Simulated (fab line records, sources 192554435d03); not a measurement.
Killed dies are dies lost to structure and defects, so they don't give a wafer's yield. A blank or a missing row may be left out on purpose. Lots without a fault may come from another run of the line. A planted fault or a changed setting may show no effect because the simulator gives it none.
A struck lot beside a sound one | flow n5_finfet | 15 steps out of a route of 1938
Sound: wafers L188.1, L188.5, L188.6. Struck: wafer L195.3. (L195.1 of the same lot was not struck and is left out.) The cause comes at the end.
At each step with rows: each side's tool, then ch and its chambers, then its first start. Under that, the readings that differ: sound wafers | struck wafers | difference of the means | sigmas: that difference in standard deviations of wafers without a fault.
alike: readings whose means differ by less than 2 such deviations, and words and numbers that are the same on both sides. not compared: withheld readings, readings that some wafer has no value for, bounds like >300 that may hide the same value, and numbers for which the record gives no deviation and whose values overlap.
The two part at a step that has a row with sigmas, a row that says differs or no value, or rows on one side only. Numbers that don't overlap but have no deviation are shown without sigmas and don't part them. A reading that every wafer of one side lacks parts them only if that side has two wafers or more.

first, 8 steps without rows for these wafers: N5_PASSIVATION_HMDS_37 (time 60 s); N5_PASSIVATION_COAT_38; N5_PASSIVATION_EBR_40; N5_PASSIVATION_SOFTBAKE_39 (time 120 s); N5_PASSIVATION_EXPOSE_41 (exposes mask PASS OPEN, defocus 0 nm, target cd 40000 nm); N5_PASSIVATION_PEB_42; N5_PASSIVATION_DEVELOP_43 (develop time 60 s); N5_PASSIVATION_HARDBAKE_45 (time 120 s).
N5_PASSIVATION_CD_MEAS_44: target cd 40000 nm.
  sound on cd_sem-02 ch 0, day 12 04:12; struck on cd_sem-01 ch 0, day 13 23:10
  alike: cd_nm
N5_PASSIVATION_OVL_MEAS_66:
  sound on overlay-02 ch 0, day 12 04:14; struck on overlay-01 ch 0, day 13 23:12
  alike: PASS_OPEN_OVL
N5_PASSIVATION_INSPECT_67: inspects for defects (macro).
  sound on defect_inspect-01, day 12 04:16; struck on defect_inspect-02, day 13 23:13
  alike: raw_defect_count
N5_PASSIVATION_DESCUM_46: chemistry O2, time 7.9 s.
  sound on rie_diel-05 ch 0,2,3, day 12 04:22; struck on rie_diel-05 ch 2, day 13 23:16
  alike: drypump_motor_current_A, oes_product_au, rf_vpp_V, showerhead_plenum_p_Torr, throttle_valve_pct
  not compared: rf_hours_counter_h
N5_PASSIVATION_PASS_ETCH_47: etches SiNx in CF4/O2, target depth 770 nm, time 385 s.
  sound on rie_diel-05 ch 0,2,3, day 12 04:23; struck on rie_diel-05 ch 2, day 13 23:17
  reading                  | sound             | struck | difference | sigmas
  model.etch.depth_nm (nm) | 770.1 766.1 771.4 | 1033   | +264       |
  alike: bias_w, drypump_motor_current_A, oes_product_au, rf_vpp_V, showerhead_plenum_p_Torr, throttle_valve_pct
  not compared: rf_hours_counter_h
N5_PASSIVATION_ETCH_54: etches SiO2 in CHF3/O2, target depth 880 nm, time 440 s.
  sound on rie_diel-05 ch 0,2,3, day 12 04:37; struck on rie_diel-05 ch 2, day 13 23:31
  reading    | sound             | struck | difference | sigmas
  bias_w (W) | 168.9 169.5 169.6 | 170.6  | +1.3       | +2
  alike: drypump_motor_current_A, oes_product_au, rf_vpp_V, showerhead_plenum_p_Torr, throttle_valve_pct
  not compared: rf_hours_counter_h
N5_PASSIVATION_PROBE_49:
  the record has rows for the struck wafers here (prober-02, day 14 03:50) and none for the sound ones

WHERE THEY PART
First at N5_PASSIVATION_ETCH_54; last, within this record, at N5_PASSIVATION_PROBE_49.

WHY: what the simulator had put in
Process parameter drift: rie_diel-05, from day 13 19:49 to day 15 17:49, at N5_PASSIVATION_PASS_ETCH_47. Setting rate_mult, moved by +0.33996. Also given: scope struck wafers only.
